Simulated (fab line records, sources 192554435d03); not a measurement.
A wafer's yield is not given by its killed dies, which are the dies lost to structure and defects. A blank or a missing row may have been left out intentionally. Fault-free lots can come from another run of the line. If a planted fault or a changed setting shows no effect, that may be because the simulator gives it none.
Split-lot trial || flow n5-finfet || route with 1938 steps; 7 lots, 39 wafers read

## ON THE SPLIT
At N5_PASSIVATION_DEVELOP_29 (develop time 60 s), the setting develop-time-s was moved away from the recipe's 60 s on 15 of the 39 wafers read, by -44.8% to +45.1%. The other wafers ran this setting at the recipe's value.

## BETWEEN THE SPLIT AND THE READING: the file shows 1 step in between
- N5_PASSIVATION_HARDBAKE_31: time 120 s

## THE READING
Shown in nm: cd-nm at N5_PASSIVATION_CD_MEAS_30, with target cd 4000 nm. Fault-free wafers of this fab line usually give 4000.3 nm, standard deviation 1.6 nm.

{"wafer": "L076.1", "tool, chamber at the split": "litho-track-01, 0", "develop-time-s as run, s": 60, "against the recipe": "recipe", "cd-nm, nm": 3998.6, "against lot-mates on the recipe": "-"}
{"wafer": "L076.2", "tool, chamber at the split": "litho-track-01, 0", "develop-time-s as run, s": 60, "against the recipe": "recipe", "cd-nm, nm": 3998.4, "against lot-mates on the recipe": "-"}
{"wafer": "L076.3", "tool, chamber at the split": "litho-track-01, 0", "develop-time-s as run, s": 87.04, "against the recipe": "+45.1%", "cd-nm, nm": 4009.1, "against lot-mates on the recipe": "+11.1"}
{"wafer": "L076.4", "tool, chamber at the split": "litho-track-01, 0", "develop-time-s as run, s": 87.04, "against the recipe": "+45.1%", "cd-nm, nm": 4008.3, "against lot-mates on the recipe": "+10.3"}
{"wafer": "L076.5", "tool, chamber at the split": "litho-track-01, 0", "develop-time-s as run, s": 87.04, "against the recipe": "+45.1%", "cd-nm, nm": 4008.8, "against lot-mates on the recipe": "+10.8"}
{"wafer": "L076.6", "tool, chamber at the split": "litho-track-01, 0", "develop-time-s as run, s": 60, "against the recipe": "recipe", "cd-nm, nm": 3997.1, "against lot-mates on the recipe": "-"}
{"wafer": "L075.1", "tool, chamber at the split": "litho-track-01, 0", "develop-time-s as run, s": 33.09, "against the recipe": "-44.8%", "cd-nm, nm": 3988.1, "against lot-mates on the recipe": -12.7}
{"wafer": "L075.2", "tool, chamber at the split": "litho-track-01, 0", "develop-time-s as run, s": 60, "against the recipe": "recipe", "cd-nm, nm": 3998.8, "against lot-mates on the recipe": "-"}
{"wafer": "L075.3", "tool, chamber at the split": "litho-track-01, 0", "develop-time-s as run, s": 60, "against the recipe": "recipe", "cd-nm, nm": 4002.1, "against lot-mates on the recipe": "-"}
{"wafer": "L075.4", "tool, chamber at the split": "litho-track-01, 0", "develop-time-s as run, s": 60, "against the recipe": "recipe", "cd-nm, nm": 4001.5, "against lot-mates on the recipe": "-"}
{"wafer": "L075.5", "tool, chamber at the split": "litho-track-01, 0", "develop-time-s as run, s": 33.09, "against the recipe": "-44.8%", "cd-nm, nm": 3988.7, "against lot-mates on the recipe": -12.1}
{"wafer": "L075.6", "tool, chamber at the split": "litho-track-01, 0", "develop-time-s as run, s": 33.09, "against the recipe": "-44.8%", "cd-nm, nm": 3987.3, "against lot-mates on the recipe": -13.5}
{"wafer": "L085.1", "tool, chamber at the split": "litho-track-04, 0", "develop-time-s as run, s": 60, "against the recipe": "recipe", "cd-nm, nm": 4002.8, "against lot-mates on the recipe": "-"}
{"wafer": "L085.2", "tool, chamber at the split": "litho-track-04, 0", "develop-time-s as run, s": 60, "against the recipe": "recipe", "cd-nm, nm": 4001.4, "against lot-mates on the recipe": "-"}
{"wafer": "L085.3", "tool, chamber at the split": "litho-track-04, 0", "develop-time-s as run, s": 83.12, "against the recipe": "+38.5%", "cd-nm, nm": 4007.2, "against lot-mates on the recipe": "+4.7"}
{"wafer": "L085.4", "tool, chamber at the split": "litho-track-04, 0", "develop-time-s as run, s": 60, "against the recipe": "recipe", "cd-nm, nm": 4003.2, "against lot-mates on the recipe": "-"}
{"wafer": "L085.5", "tool, chamber at the split": "litho-track-04, 0", "develop-time-s as run, s": 83.12, "against the recipe": "+38.5%", "cd-nm, nm": 4007.3, "against lot-mates on the recipe": "+4.8"}
{"wafer": "L085.6", "tool, chamber at the split": "litho-track-04, 0", "develop-time-s as run, s": 83.12, "against the recipe": "+38.5%", "cd-nm, nm": 4008.7, "against lot-mates on the recipe": "+6.2"}
{"wafer": "L088.1", "tool, chamber at the split": "litho-track-04, 0", "develop-time-s as run, s": 60, "against the recipe": "recipe", "cd-nm, nm": 4000.7, "against lot-mates on the recipe": "-"}
{"wafer": "L088.2", "tool, chamber at the split": "litho-track-04, 0", "develop-time-s as run, s": 60, "against the recipe": "recipe", "cd-nm, nm": 4000.0, "against lot-mates on the recipe": "-"}
{"wafer": "L088.3", "tool, chamber at the split": "litho-track-04, 0", "develop-time-s as run, s": 60, "against the recipe": "recipe", "cd-nm, nm": 3999.1, "against lot-mates on the recipe": "-"}
{"wafer": "L088.4", "tool, chamber at the split": "litho-track-04, 0", "develop-time-s as run, s": 60, "against the recipe": "recipe", "cd-nm, nm": 4003.2, "against lot-mates on the recipe": "-"}
{"wafer": "L088.5", "tool, chamber at the split": "litho-track-04, 0", "develop-time-s as run, s": 60, "against the recipe": "recipe", "cd-nm, nm": 4000.3, "against lot-mates on the recipe": "-"}
{"wafer": "L088.6", "tool, chamber at the split": "litho-track-04, 0", "develop-time-s as run, s": 60, "against the recipe": "recipe", "cd-nm, nm": 3999.3, "against lot-mates on the recipe": "-"}
{"wafer": "L090.1", "tool, chamber at the split": "litho-track-01, 0", "develop-time-s as run, s": 60, "against the recipe": "recipe", "cd-nm, nm": 4000.4, "against lot-mates on the recipe": "-"}
{"wafer": "L090.4", "tool, chamber at the split": "litho-track-01, 0", "develop-time-s as run, s": 60, "against the recipe": "recipe", "cd-nm, nm": 3999.2, "against lot-mates on the recipe": "-"}
{"wafer": "L090.5", "tool, chamber at the split": "litho-track-01, 0", "develop-time-s as run, s": 60, "against the recipe": "recipe", "cd-nm, nm": 3999.3, "against lot-mates on the recipe": "-"}
{"wafer": "L094.1", "tool, chamber at the split": "litho-track-04, 0", "develop-time-s as run, s": 38.58, "against the recipe": "-35.7%", "cd-nm, nm": 3992.3, "against lot-mates on the recipe": -7.8}
{"wafer": "L094.2", "tool, chamber at the split": "litho-track-04, 0", "develop-time-s as run, s": 60, "against the recipe": "recipe", "cd-nm, nm": 3998.9, "against lot-mates on the recipe": "-"}
{"wafer": "L094.3", "tool, chamber at the split": "litho-track-04, 0", "develop-time-s as run, s": 60, "against the recipe": "recipe", "cd-nm, nm": 3999.4, "against lot-mates on the recipe": "-"}
{"wafer": "L094.4", "tool, chamber at the split": "litho-track-04, 0", "develop-time-s as run, s": 60, "against the recipe": "recipe", "cd-nm, nm": 4002.0, "against lot-mates on the recipe": "-"}
{"wafer": "L094.5", "tool, chamber at the split": "litho-track-04, 0", "develop-time-s as run, s": 38.58, "against the recipe": "-35.7%", "cd-nm, nm": 3991.9, "against lot-mates on the recipe": -8.2}
{"wafer": "L094.6", "tool, chamber at the split": "litho-track-04, 0", "develop-time-s as run, s": 38.58, "against the recipe": "-35.7%", "cd-nm, nm": 3990.3, "against lot-mates on the recipe": -9.8}
{"wafer": "L091.1", "tool, chamber at the split": "litho-track-04, 0", "develop-time-s as run, s": 85.18, "against the recipe": "+42.0%", "cd-nm, nm": 4005.8, "against lot-mates on the recipe": "+6.4"}
{"wafer": "L091.2", "tool, chamber at the split": "litho-track-04, 0", "develop-time-s as run, s": 85.18, "against the recipe": "+42.0%", "cd-nm, nm": 4006.3, "against lot-mates on the recipe": "+6.9"}
{"wafer": "L091.3", "tool, chamber at the split": "litho-track-04, 0", "develop-time-s as run, s": 85.18, "against the recipe": "+42.0%", "cd-nm, nm": 4006.3, "against lot-mates on the recipe": "+6.9"}
{"wafer": "L091.4", "tool, chamber at the split": "litho-track-04, 0", "develop-time-s as run, s": 60, "against the recipe": "recipe", "cd-nm, nm": 3999.5, "against lot-mates on the recipe": "-"}
{"wafer": "L091.5", "tool, chamber at the split": "litho-track-04, 0", "develop-time-s as run, s": 60, "against the recipe": "recipe", "cd-nm, nm": 3997.5, "against lot-mates on the recipe": "-"}
{"wafer": "L091.6", "tool, chamber at the split": "litho-track-04, 0", "develop-time-s as run, s": 60, "against the recipe": "recipe", "cd-nm, nm": 4001.2, "against lot-mates on the recipe": "-"}

THE FIT
A straight line over all 39 wafers: cd-nm changes by +0.211 nm for each +1% of develop-time-s; r = +0.95; the points scatter about the line by 1.7 nm.
The same after taking each lot's own level away (the mean of its wafers on the recipe; 39 wafers): +0.219 nm for each +1%; r = +0.96; scatter 1.6 nm.
According to that fit, moving develop-time-s by its largest amount changes the reading by 9.9 nm.
Measured against the standard deviation above, the lots' own levels, which go from 3998.03 to 4002.47 nm, span 2.8 times it.
The two slopes are in agreement: the lot-to-lot level therefore moves the slope only a little.
Check: for one of the wafers moved furthest among these (+45.1%), held out of the fit, the line's prediction against its lot-mates is +9.03 nm. It came out at +11.1 nm against them.

## ADDITIONAL SPLITS CARRIED BY THESE WAFERS
Other splits were also applied to these wafers ahead of the reading. Each is held against what the fit with the lots' levels taken away leaves over:
{"other split on the same wafers": "N5_BEOL_M13_SPUTTER_43 time-s", "wafers away from the commonest value": 18, "r with cd-nm (lot level and that fit taken away)": -0.06}
{"other split on the same wafers": "N5_MIM_TOP_ETCH_PECVD_03 time-s", "wafers away from the commonest value": 18, "r with cd-nm (lot level and that fit taken away)": -0.17}

## FILE'S OWN FIT
cd-nm changes by +0.215 nm for each +1% of develop-time-s, r = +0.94.
